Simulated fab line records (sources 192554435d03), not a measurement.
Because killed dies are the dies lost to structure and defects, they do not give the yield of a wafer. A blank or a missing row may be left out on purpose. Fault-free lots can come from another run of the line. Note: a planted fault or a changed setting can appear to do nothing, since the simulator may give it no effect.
What tool caused it? | flow n5Finfet | 24 lots with 72 wafers sampled at 5 steps, on a route of 1938 steps

== WHAT EACH GAUGE READ, for each wafer ==
N5_GATE_CUT_THK_MEAS_24.
lot  | measured     | on           | GC_FILL_THK (nm)
L074 | day 4 12:23  | filmMetro-01 | 220.3 226.0 224.1
L075 | day 5 00:02  | filmMetro-02 | 217.1 218.8 216.8
L077 | day 5 09:55  | filmMetro-01 | 220.3 215.6 219.0
L076 | day 5 11:11  | filmMetro-01 | 219.5 218.2 219.4
L078 | day 5 16:01  | filmMetro-02 | 216.6 218.9 219.3
L079 | day 5 23:17  | filmMetro-02 | 217.5 218.9 216.8
L080 | day 6 05:31  | filmMetro-01 | 219.0 220.2 220.0
L081 | day 6 07:05  | filmMetro-02 | 217.8 221.4 222.7
L082 | day 6 14:39  | filmMetro-01 | 218.4 216.4 221.8
L083 | day 6 20:04  | filmMetro-02 | 219.3 219.1 217.0
L084 | day 7 02:54  | filmMetro-01 | 216.5 218.1 221.6
L085 | day 7 09:01  | filmMetro-02 | 219.8 220.8 221.2
L086 | day 7 21:01  | filmMetro-02 | 221.2 219.5 222.5
L087 | day 7 21:41  | filmMetro-02 | 220.5 218.8 223.6
L088 | day 8 04:13  | filmMetro-02 | 221.2 224.3 221.4
L089 | day 8 06:40  | filmMetro-02 | 213.5 218.5 221.0
L091 | day 8 21:04  | filmMetro-01 | 218.1 222.0 221.0
L090 | day 8 21:47  | filmMetro-02 | 218.3 218.9 220.4
L092 | day 9 07:29  | filmMetro-02 | 220.0 221.3 222.4
L093 | day 9 18:13  | filmMetro-01 | 219.4 219.7 217.4
L094 | day 9 21:17  | filmMetro-01 | 219.2 218.4 217.4
L095 | day 10 00:40 | filmMetro-01 | 216.2 217.7 219.2
L096 | day 10 09:59 | filmMetro-01 | 218.6 223.6 219.0
L097 | day 10 14:25 | filmMetro-01 | 218.9 222.1 222.4

N5_MOL_CONTACT_COAG_OVL_MEAS_09.
lot  | measured     | on         | CA_OVL (nm)
L074 | day 4 13:35  | overlay-01 | -0.7 -1.0 -1.2
L075 | day 5 01:14  | overlay-02 | 0.1 0.4 0.7
L077 | day 5 11:07  | overlay-02 | -0.9 0.0 -0.9
L076 | day 5 12:16  | overlay-02 | -1.3 -0.5 -1.0
L078 | day 5 17:06  | overlay-02 | -0.7 -0.2 0.1
L079 | day 6 00:21  | overlay-02 | 0.0 -0.5 -0.5
L080 | day 6 06:35  | overlay-01 | 0.1 0.1 -0.3
L081 | day 6 08:09  | overlay-01 | -0.9 -0.9 -0.5
L082 | day 6 15:43  | overlay-02 | -0.9 -0.6 -0.7
L083 | day 6 21:23  | overlay-01 | -1.2 -0.3 0.0
L084 | day 7 03:59  | overlay-02 | 0.5 -0.2 -0.2
L085 | day 7 10:06  | overlay-01 | -1.2 -1.3 -1.4
L086 | day 7 22:08  | overlay-01 | -1.1 0.0 -1.5
L087 | day 7 22:53  | overlay-02 | -0.8 0.2 -0.3
L088 | day 8 05:25  | overlay-01 | -0.4 -0.8 -1.9
L089 | day 8 07:44  | overlay-01 | -1.1 0.1 -1.2
L091 | day 8 22:09  | overlay-01 | -0.7 -0.6 -0.2
L090 | day 8 22:59  | overlay-01 | 0.1 0.0 0.6
L092 | day 9 08:41  | overlay-01 | -0.3 0.4 -0.9
L093 | day 9 19:26  | overlay-01 | -0.1 0.9 0.7
L094 | day 9 22:21  | overlay-02 | 0.7 0.4 -0.9
L095 | day 10 01:44 | overlay-02 | -1.3 -1.7 -1.1
L096 | day 10 11:14 | overlay-01 | -1.4 -1.2 -1.6
L097 | day 10 16:44 | overlay-01 | 0.4 -0.7 -0.3

N5_MOL_CONTACT_COAG_INSPECT_10: inspects for defects (brightfield).
lot  | measured     | on               | rawDefectCount
L074 | day 4 13:39  | defectInspect-02 | 61 25 34
L075 | day 5 01:17  | defectInspect-01 | 79 105 129
L077 | day 5 11:10  | defectInspect-01 | 144 130 217
L076 | day 5 12:19  | defectInspect-02 | 90 107 138
L078 | day 5 17:09  | defectInspect-02 | 57 47 72
L079 | day 6 00:25  | defectInspect-01 | 55 54 53
L080 | day 6 06:38  | defectInspect-02 | 123 132 113
L081 | day 6 08:13  | defectInspect-01 | 77 129 121
L082 | day 6 15:47  | defectInspect-02 | 64 75 75
L083 | day 6 21:26  | defectInspect-02 | 127 106 61
L084 | day 7 04:02  | defectInspect-01 | 33 61 56
L085 | day 7 10:08  | defectInspect-01 | 109 117 65
L086 | day 7 22:11  | defectInspect-01 | 124 222 232
L087 | day 7 22:56  | defectInspect-02 | 80 49 53
L088 | day 8 05:28  | defectInspect-02 | 79 66 82
L089 | day 8 07:48  | defectInspect-02 | 138 99 67
L091 | day 8 22:12  | defectInspect-02 | 70 58 54
L090 | day 8 23:02  | defectInspect-01 | 54 44 49
L092 | day 9 08:44  | defectInspect-02 | 118 107 166
L093 | day 9 19:29  | defectInspect-02 | 90 100 90
L094 | day 9 22:25  | defectInspect-02 | 120 204 161
L095 | day 10 01:47 | defectInspect-01 | 46 43 62
L096 | day 10 11:18 | defectInspect-02 | 95 87 76
L097 | day 10 16:47 | defectInspect-01 | 62 95 92

== WHICH TOOL RAN EACH LOT (tool, then ch and the chambers of the sampled wafers, then the start) ==
lot  | N5_GATE_CUT_VAPOR_ETCH_51        | N5_GATE_CUT_STRIP_21
L074 | rieMetal-03 ch 1, day 4 10:19    | plasmaAsher-01 ch 0,1, day 4 10:22
L075 | rieMetal-02 ch 0,1, day 4 22:02  | plasmaAsher-02 ch 0,1, day 4 22:05
L077 | rieMetal-03 ch 0,1, day 5 07:56  | plasmaAsher-01 ch 0,1, day 5 07:59
L076 | rieMetal-01 ch 0,1, day 5 08:54  | plasmaAsher-02 ch 1, day 5 08:57
L078 | rieMetal-02 ch 0,1, day 5 13:55  | plasmaAsher-01 ch 0, day 5 14:05
L079 | rieMetal-02 ch 0,1, day 5 21:09  | plasmaAsher-02 ch 0,1, day 5 21:12
L080 | rieMetal-01 ch 0,1, day 6 01:49  | plasmaAsher-01 ch 0,1, day 6 01:52
L081 | rieMetal-03 ch 0,1, day 6 05:05  | plasmaAsher-02 ch 0,1, day 6 05:08
L082 | rieMetal-01 ch 0,1, day 6 12:40  | plasmaAsher-01 ch 0,1, day 6 12:43
L083 | rieMetal-02 ch 0,1, day 6 18:05  | plasmaAsher-02 ch 0,1, day 6 18:08
L084 | rieMetal-01 ch 0,1, day 7 00:52  | plasmaAsher-01 ch 0, day 7 00:58
L085 | rieMetal-02 ch 0,1, day 7 06:32  | plasmaAsher-02 ch 0,1, day 7 06:36
L086 | rieMetal-02 ch 0,1, day 7 19:02  | plasmaAsher-01 ch 0,1, day 7 19:05
L087 | rieMetal-03 ch 0,1, day 7 19:37  | plasmaAsher-01 ch 0,1, day 7 19:40
L088 | rieMetal-01 ch 0,1, day 8 02:00  | plasmaAsher-02 ch 0,1, day 8 02:03
L089 | rieMetal-03 ch 0,1, day 8 04:41  | plasmaAsher-01 ch 0,1, day 8 04:44
L091 | rieMetal-03 ch 0,1, day 8 18:47  | plasmaAsher-02 ch 0,1, day 8 18:52
L090 | rieMetal-01 ch 0,1, day 8 19:48  | plasmaAsher-01 ch 1, day 8 19:51
L092 | rieMetal-01 ch 0,1, day 9 05:30  | plasmaAsher-02 ch 0,1, day 9 05:34
L093 | rieMetal-01 ch 0,1, day 9 15:19  | plasmaAsher-01 ch 0,1, day 9 15:23
L094 | rieMetal-03 ch 0,1, day 9 19:17  | plasmaAsher-02 ch 0,1, day 9 19:20
L095 | rieMetal-03 ch 0,1, day 9 22:40  | plasmaAsher-01 ch 0,1, day 9 22:43
L096 | rieMetal-01 ch 0,1, day 10 08:01 | plasmaAsher-02 ch 0,1, day 10 08:04
L097 | rieMetal-02 ch 1, day 10 12:07   | plasmaAsher-02 ch 0,1, day 10 12:11
- N5_GATE_CUT_VAPOR_ETCH_51: etches HfO2 in BCl3/Cl2.
- N5_GATE_CUT_STRIP_21: strips in N2/H2, time 30 s.

== AS READ BY THE TOOLS THEMSELVES (means over the sampled wafers that have a number; for cases with no such wafer, the mark the record gives instead) ==
N5_GATE_CUT_VAPOR_ETCH_51.
lot  | tool        | drypumpMotorCurrentA (A) | oesProductAu (a.u.)
L074 | rieMetal-03 | 5.9                      | 0.82
L075 | rieMetal-02 | 5.5                      | 0.76
L077 | rieMetal-03 | 6.4                      | 0.86
L076 | rieMetal-01 | 6.0                      | 0.75
L078 | rieMetal-02 | 5.5                      | 0.76
L079 | rieMetal-02 | 5.5                      | 0.76
L080 | rieMetal-01 | 5.8                      | 0.81
L081 | rieMetal-03 | 6.4                      | 0.85
L082 | rieMetal-01 | 5.8                      | 0.82
L083 | rieMetal-02 | 5.5                      | 0.72
L084 | rieMetal-01 | 5.8                      | 0.80
L085 | rieMetal-02 | 5.4                      | 0.72
L086 | rieMetal-02 | 5.5                      | 0.74
L087 | rieMetal-03 | 6.1                      | 0.82
L088 | rieMetal-01 | 5.8                      | 0.79
L089 | rieMetal-03 | 6.4                      | 0.84
L091 | rieMetal-03 | 6.2                      | 0.82
L090 | rieMetal-01 | 5.9                      | 0.79
L092 | rieMetal-01 | 6.0                      | 0.72
L093 | rieMetal-01 | 6.0                      | 0.71
L094 | rieMetal-03 | 6.4                      | 0.84
L095 | rieMetal-03 | 6.4                      | 0.84
L096 | rieMetal-01 | 5.8                      | 0.78
L097 | rieMetal-02 | 5.4                      | 0.68

N5_GATE_CUT_STRIP_21.
lot  | tool           | drypumpMotorCurrentA (A) | heaterPowerW (W)
L074 | plasmaAsher-01 | 5.8                      | 380
L075 | plasmaAsher-02 | 6.1                      | 341
L077 | plasmaAsher-01 | 5.8                      | 379
L076 | plasmaAsher-02 | 5.8                      | 304
L078 | plasmaAsher-01 | 6.0                      | 395
L079 | plasmaAsher-02 | 6.1                      | 340
L080 | plasmaAsher-01 | 5.6                      | 356
L081 | plasmaAsher-02 | 6.0                      | 326
L082 | plasmaAsher-01 | 5.8                      | 374
L083 | plasmaAsher-02 | 6.0                      | 331
L084 | plasmaAsher-01 | 6.0                      | 402
L085 | plasmaAsher-02 | 6.1                      | 344
L086 | plasmaAsher-01 | 5.8                      | 380
L087 | plasmaAsher-01 | 5.6                      | 358
L088 | plasmaAsher-02 | 6.0                      | 329
L089 | plasmaAsher-01 | 5.6                      | 353
L091 | plasmaAsher-02 | 6.1                      | 345
L090 | plasmaAsher-01 | 5.5                      | 329
L092 | plasmaAsher-02 | 6.1                      | 347
L093 | plasmaAsher-01 | 5.6                      | 353
L094 | plasmaAsher-02 | 6.1                      | 345
L095 | plasmaAsher-01 | 5.8                      | 376
L096 | plasmaAsher-02 | 6.1                      | 346
L097 | plasmaAsher-02 | 6.0                      | 327

== THE ANSWER, worked out from the rows above alone ==
Rule: what is usual is taken from the lots themselves. The widest of any qualifying gaps counts: lots, ordered by their means at a reading, are off when they make up no more than a third of the lots, leave a main group of 4 or more, and stand apart from it by 3 or more times the standard deviation of that group's means. A main group whose means are all the same, to the digits that the tables above print for the reading, isn't used. A lot without any number at a reading at which 4 lots or more have one is off too. Any other lot the step has rows for is counted as sound. The gauges are gone through in route order, then the tools' own readings, and for those a lot's mean is taken as printed above. The first step at which some lot is off is used, and at that step the reading that is off furthest; a lot without a number counts as furthest.
Nothing can be told from this: no lot is off at any reading shown.

== WHAT THE SIMULATOR HAD INSERTED ==
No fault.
